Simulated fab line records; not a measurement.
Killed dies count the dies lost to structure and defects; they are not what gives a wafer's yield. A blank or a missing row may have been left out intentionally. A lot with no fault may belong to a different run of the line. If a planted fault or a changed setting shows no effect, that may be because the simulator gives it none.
The tool behind it: which one? + flow nand-harc + 31 wafers from 11 lots sampled at 5 of the route's 1302 steps

WHAT THE GAUGES READ, wafer by wafer
NHARC_END_SORT_01.
| lot  | measured     | on        | killed-at-array |
|------|--------------|-----------|-----------------|
| L230 | day 30 14:59 | prober-01 | 134             |

WHAT TOOL EACH LOT RAN ON (gives the tool, then ch and the chambers of the sampled wafers, and finally the start)
| lot  | NHARC_A_CHANNEL_HOLE_D2_ETCH_34               | NHARC_A_CHANNEL_FILL_D2_STRIP_28   | NHARC_A_STAIRCASE_DESCUM_168       | NHARC_A_STAIRCASE_ETCH_170                |
|------|-----------------------------------------------|------------------------------------|------------------------------------|-------------------------------------------|
| L220 | rie-diel-05 ch 0,1,3, day 14 22:17 or earlier | rie-diel-07 ch 0,2, day 14 22:17   | rie-diel-10 ch 0,2, day 16 01:46   | rie-diel-10 ch 1,2,3, no start            |
| L221 | rie-diel-02 ch 0,2,3, day 15 07:08 or earlier | rie-diel-07 ch 0,1,3, day 15 07:08 | rie-diel-01 ch 0,2,3, day 16 08:14 | rie-diel-01 ch 0,1,2, no start            |
| L223 | rie-diel-02 ch 0,3, day 15 16:59 or earlier   | rie-diel-04 ch 1,2, day 15 16:59   | rie-diel-06 ch 0,1,3, day 17 01:36 | rie-diel-06 ch 0,2,3, no start            |
| L230 | rie-diel-02 ch 1, day 19 09:10 or earlier     | rie-diel-07 ch 2, day 19 09:10     | rie-diel-01 ch 0, day 20 15:55     | rie-diel-01 ch 1, day 30 14:59 or earlier |
| L234 | rie-diel-05 ch 0,3, day 20 11:23 or earlier   | rie-diel-13 ch 0,2,3, day 20 11:23 | rie-diel-10 ch 0,1,3, day 21 12:55 | rie-diel-10 ch 1,3, no start              |
| L235 | rie-diel-05 ch 1,2,3, day 20 18:04 or earlier | rie-diel-13 ch 2,3, day 20 18:04   | rie-diel-10 ch 0,3, day 21 21:05   | rie-diel-10 ch 2,3, no start              |
| L236 | rie-diel-11 ch 0,1,3, day 21 07:44 or earlier | rie-diel-04 ch 0,2, day 21 07:44   | rie-diel-06 ch 1,2, day 22 08:00   | rie-diel-06 ch 1,2, no start              |
| L238 | rie-diel-11 ch 0,1,2, day 22 01:18 or earlier | rie-diel-13 ch 1,2, day 22 01:18   | rie-diel-01 ch 0,1,2, day 23 04:22 | rie-diel-01 ch 0,2,3, no start            |
| L240 | rie-diel-02 ch 1,2,3, day 22 13:02 or earlier | rie-diel-13 ch 1,2,3, day 22 13:02 | rie-diel-10 ch 1,2,3, day 23 14:14 | rie-diel-10 ch 0,1,3, no start            |
| L241 | rie-diel-05 ch 2,3, day 23 19:57 or earlier   | rie-diel-13 ch 2,3, day 23 19:57   | rie-diel-06 ch 0,1,3, day 24 23:44 | rie-diel-06 ch 0,2,3, no start            |
| L242 | rie-diel-11 ch 1,2, day 23 19:59 or earlier   | rie-diel-04 ch 1,2, day 23 19:59   | rie-diel-01 ch 1,2, day 24 23:32   | rie-diel-01 ch 0,1, no start              |
- NHARC_A_CHANNEL_HOLE_D2_ETCH_34: etches the open film in CF4/CHF3, target depth 154 nm, time 77 s.
- NHARC_A_CHANNEL_FILL_D2_STRIP_28: strips in O2, time 20 s.
- NHARC_A_STAIRCASE_DESCUM_168: chemistry O2, time 3 s.
- NHARC_A_STAIRCASE_ETCH_170: etches the open film in C4F6/O2, target depth 200 nm, time 66.667 s.

THE ANSWER, worked out from the rows above alone
Rule: usual is defined by the lots themselves. Put in order of their means at a reading, lots are off if they are a third of the lots or fewer, leave a main group of 4 or more, and stand apart from it by a gap of 3 or more times the standard deviation of the main group's means; of several such gaps the widest counts. Not used: any main group whose means are identical at the precision the tables above print for the reading. A lot without any number at a reading at which 4 lots or more have one is off too. Any other lot the step has rows for is counted as sound.
No lot is off at any reading shown: from this, nothing can be told.

WHAT THE SIMULATOR HAD INSERTED
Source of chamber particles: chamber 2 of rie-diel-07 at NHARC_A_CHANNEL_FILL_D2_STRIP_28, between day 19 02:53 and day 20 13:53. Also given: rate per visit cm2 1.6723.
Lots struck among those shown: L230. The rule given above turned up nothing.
